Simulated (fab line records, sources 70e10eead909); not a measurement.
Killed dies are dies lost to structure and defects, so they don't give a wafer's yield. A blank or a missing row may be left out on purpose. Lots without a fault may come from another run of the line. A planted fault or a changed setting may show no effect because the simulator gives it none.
Which tool did it? | flow nand_harc | 12 lots, 36 wafers sampled, at 5 steps of a route of 1302

WHAT THE GAUGES READ, wafer by wafer
NHARC_END_SORT_01.
lot  | measured     | on        | killed_at_array | killed_at_other | killed_at_periphery | killed_dies | killed_open | killed_short
L216 | day 24 20:43 | prober-01 | 667 668 673     | 2 1 0           | 8 8 4               | 677 677 677 | 6 1 3       | 4 1 3
L217 | day 27 07:40 | prober-01 | 669 667 670     | 2 4 4           | 6 6 3               | 677 677 677 | 4 3 0       | 0 0 2
L220 | day 28 00:06 | prober-01 | 78 73 84        | 0 1 0           | 4 3 2               | 82 77 86    | 6 3 3       | 2 2 6

WHICH TOOL RAN EACH LOT (tool, then ch and the chambers of the sampled wafers, then the start)
lot  | NHARC_A_CHANNEL_HOLE_D2_ETCH_21  | NHARC_A_CHANNEL_HOLE_D2_STRIP_28   | NHARC_A_CHANNEL_FILL_D2_ALD_03                 | NHARC_A_CHANNEL_FILL_D2_ALD_14
L215 | har_etch-01 ch 0,1, day 13 17:58 | rie_diel-11 ch 0,1,2, day 13 22:21 | ald_sin_batch-01 ch 0, day 14 06:28 or earlier | ald_hk-03 ch 0,2, day 14 06:28
L216 | har_etch-01 ch 0,1, day 13 22:11 | rie_diel-11 ch 1,2,3, day 14 02:37 | -                                              | -
L217 | har_etch-02 ch 0,1, day 14 13:47 | rie_diel-11 ch 0,1, day 14 18:10   | -                                              | -
L220 | har_etch-02 ch 0,1, day 16 04:22 | rie_diel-12 ch 0,3, day 16 08:41   | ald_sin_batch-01 ch 0, day 16 16:43 or earlier | ald_hk-04 ch 0,1,3, day 16 16:43
L226 | har_etch-01 ch 0,1, day 18 06:45 | rie_diel-11 ch 1,3, day 18 11:08   | ald_sin_batch-02 ch 0, day 18 19:16 or earlier | ald_hk-02 ch 0,1,2, day 18 19:16
L227 | har_etch-01 ch 0,1, day 18 12:52 | rie_diel-11 ch 1,3, day 18 17:20   | ald_sin_batch-02 ch 0, day 19 01:27 or earlier | ald_hk-02 ch 1,2,3, day 19 01:27
L231 | har_etch-01 ch 0,1, day 19 20:41 | rie_diel-11 ch 0,1,2, day 20 01:02 | ald_sin_batch-02 ch 0, day 20 09:05 or earlier | ald_hk-04 ch 0,2, day 20 09:05
L228 | har_etch-02 ch 0,1, day 20 00:48 | rie_diel-11 ch 0,2,3, day 20 05:05 | ald_sin_batch-02 ch 0, day 20 13:24 or earlier | ald_hk-04 ch 0,1,2, day 20 13:24
L232 | har_etch-02 ch 0,1, day 20 11:16 | rie_diel-11 ch 0,2, day 20 15:35   | ald_sin_batch-01 ch 0, day 20 23:44 or earlier | ald_hk-03 ch 1,3, day 20 23:44
L236 | har_etch-01 ch 0,1, day 22 09:12 | rie_diel-04 ch 0,1,2, day 22 13:34 | ald_sin_batch-03 ch 0, day 22 21:34 or earlier | ald_hk-03 ch 0,3, day 22 21:34
L235 | har_etch-02 ch 0,1, day 22 10:21 | rie_diel-11 ch 1,2, day 22 14:44   | ald_sin_batch-03 ch 0, day 22 21:34 or earlier | ald_hk-04 ch 1,2, day 22 21:34
L237 | har_etch-02 ch 0,1, day 22 22:29 | rie_diel-12 ch 0,1,2, day 23 02:57 | ald_sin_batch-03 ch 0, day 23 11:04 or earlier | ald_hk-04 ch 0,1,3, day 23 11:04
- NHARC_A_CHANNEL_HOLE_D2_ETCH_21: etches the open film in C4F8/O2/Ar, time 514.3 s, target depth 1600 nm.
- NHARC_A_CHANNEL_HOLE_D2_STRIP_28: strips in O2.
- NHARC_A_CHANNEL_FILL_D2_ALD_03: deposits SiNx, target thk 6 nm, pulse time 60 s, ald cycles 58.
- NHARC_A_CHANNEL_FILL_D2_ALD_14: deposits SiO2, target thk 2.5 nm, pulse time 10 s, ald cycles 25.

WHAT THE TOOLS THEMSELVES READ (means of the sampled wafers that have a number; where no wafer has one, the mark that the record gives instead)
NHARC_A_CHANNEL_HOLE_D2_ETCH_21.
lot  | tool        | drypump_motor_current_A (A) | showerhead_plenum_p_Torr (Torr) | throttle_valve_pct (%)
L215 | har_etch-01 | 6.17                        | 3.70                            | 32.153
L216 | har_etch-01 | 6.19                        | 3.69                            | 32.154
L217 | har_etch-02 | 5.97                        | 3.64                            | 32.161
L220 | har_etch-02 | 5.77                        | 3.67                            | 32.160
L226 | har_etch-01 | 6.20                        | 3.66                            | 32.159
L227 | har_etch-01 | 6.17                        | 3.66                            | 32.156
L231 | har_etch-01 | 6.19                        | 3.65                            | 32.151
L228 | har_etch-02 | 5.97                        | 3.83                            | 32.153
L232 | har_etch-02 | 5.77                        | 3.76                            | 32.153
L236 | har_etch-01 | 6.17                        | 3.63                            | 32.163
L235 | har_etch-02 | 5.99                        | 3.82                            | 32.154
L237 | har_etch-02 | 5.76                        | 3.74                            | 32.145

NHARC_A_CHANNEL_HOLE_D2_STRIP_28.
lot  | tool        | chamber_pressure_mTorr (mTorr) | drypump_motor_current_A (A) | oes_product_au (a.u.) | rf_vpp_V (V) | showerhead_plenum_p_Torr (Torr) | throttle_valve_pct (%)
L215 | rie_diel-11 | 59.98                          | 6.3                         | 1.000                 | 57.9         | 3.61                            | 17.036
L216 | rie_diel-11 | -                              | -                           | -                     | -            | -                               | -
L217 | rie_diel-11 | -                              | -                           | -                     | -            | -                               | -
L220 | rie_diel-12 | 60.04                          | 5.7                         | 0.995                 | 57.4         | 3.51                            | 17.025
L226 | rie_diel-11 | 60.05                          | 5.5                         | 1.004                 | 58.0         | 3.63                            | 17.029
L227 | rie_diel-11 | 60.01                          | 5.5                         | 1.003                 | 59.1         | 3.63                            | 17.036
L231 | rie_diel-11 | 60.01                          | 6.3                         | 1.003                 | 58.7         | 3.61                            | 17.040
L228 | rie_diel-11 | 60.00                          | 5.9                         | 1.000                 | 59.0         | 3.72                            | 17.036
L232 | rie_diel-11 | 60.03                          | 6.5                         | 1.007                 | 58.6         | 3.69                            | 17.044
L236 | rie_diel-04 | 60.01                          | 5.5                         | 0.992                 | 57.4         | 3.50                            | 17.039
L235 | rie_diel-11 | 59.96                          | 6.1                         | 1.006                 | 57.7         | 3.53                            | 17.032
L237 | rie_diel-12 | 60.02                          | 5.8                         | 0.999                 | 56.8         | 3.45                            | 17.036

NHARC_A_CHANNEL_FILL_D2_ALD_03.
lot  | tool             | precursor_pulse_height_rel | susceptor_temp_C (C)
L215 | ald_sin_batch-01 | 1.016                      | 629.72
L220 | ald_sin_batch-01 | 1.003                      | 629.54
L226 | ald_sin_batch-02 | 1.011                      | 630.39
L227 | ald_sin_batch-02 | 1.018                      | 630.05
L231 | ald_sin_batch-02 | 1.003                      | 629.85
L228 | ald_sin_batch-02 | 0.994                      | 630.10
L232 | ald_sin_batch-01 | 1.006                      | 629.99
L236 | ald_sin_batch-03 | 0.999                      | 629.70
L235 | ald_sin_batch-03 | 1.006                      | 630.05
L237 | ald_sin_batch-03 | 1.014                      | 630.19

NHARC_A_CHANNEL_FILL_D2_ALD_14.
lot  | tool      | heater_power_w (W) | precursor_pulse_height_rel | susceptor_temp_C (C)
L215 | ald_hk-03 | 453                | 0.974                      | 300.09
L220 | ald_hk-04 | 429                | 1.008                      | 300.02
L226 | ald_hk-02 | 500                | 1.006                      | 300.20
L227 | ald_hk-02 | 479                | 1.005                      | 299.94
L231 | ald_hk-04 | 402                | 1.013                      | 300.01
L228 | ald_hk-04 | 437                | 1.002                      | -
L232 | ald_hk-03 | 493                | 1.001                      | 299.97
L236 | ald_hk-03 | 486                | 1.007                      | 299.86
L235 | ald_hk-04 | 452                | 0.999                      | 300.09
L237 | ald_hk-04 | 438                | 0.997                      | 299.97

THE ANSWER, worked out from the rows above alone
Rule: what is usual is taken from the lots themselves. Put in order of their means at a reading, lots are off if they are a third of the lots or fewer, leave a main group of 4 or more, and stand apart from it by a gap of 3 or more times the standard deviation of the main group's means; of several such gaps the widest counts. A main group whose means are all the same, to the digits that the tables above print for the reading, isn't used. A lot without any number at a reading at which 4 lots or more have one is off too. The other lots that the step has rows for count as sound. The gauges are gone through in route order, then the tools' own readings, and for those a lot's mean is taken as printed above. The first step at which some lot is off is used, and at that step the reading that is off furthest; a lot without a number counts as furthest.
Off: L216, L217, at NHARC_A_CHANNEL_HOLE_D2_STRIP_28 (chamber_pressure_mTorr). Without a number there: L216, L217. The main group: mean 60.01 mTorr, standard deviation 0.025.
A tool fits if, at that step or a process step before it, it ran every lot that is off, and no sound lot after the first of them. None of those tried fits.

WHAT THE SIMULATOR HAD PUT IN
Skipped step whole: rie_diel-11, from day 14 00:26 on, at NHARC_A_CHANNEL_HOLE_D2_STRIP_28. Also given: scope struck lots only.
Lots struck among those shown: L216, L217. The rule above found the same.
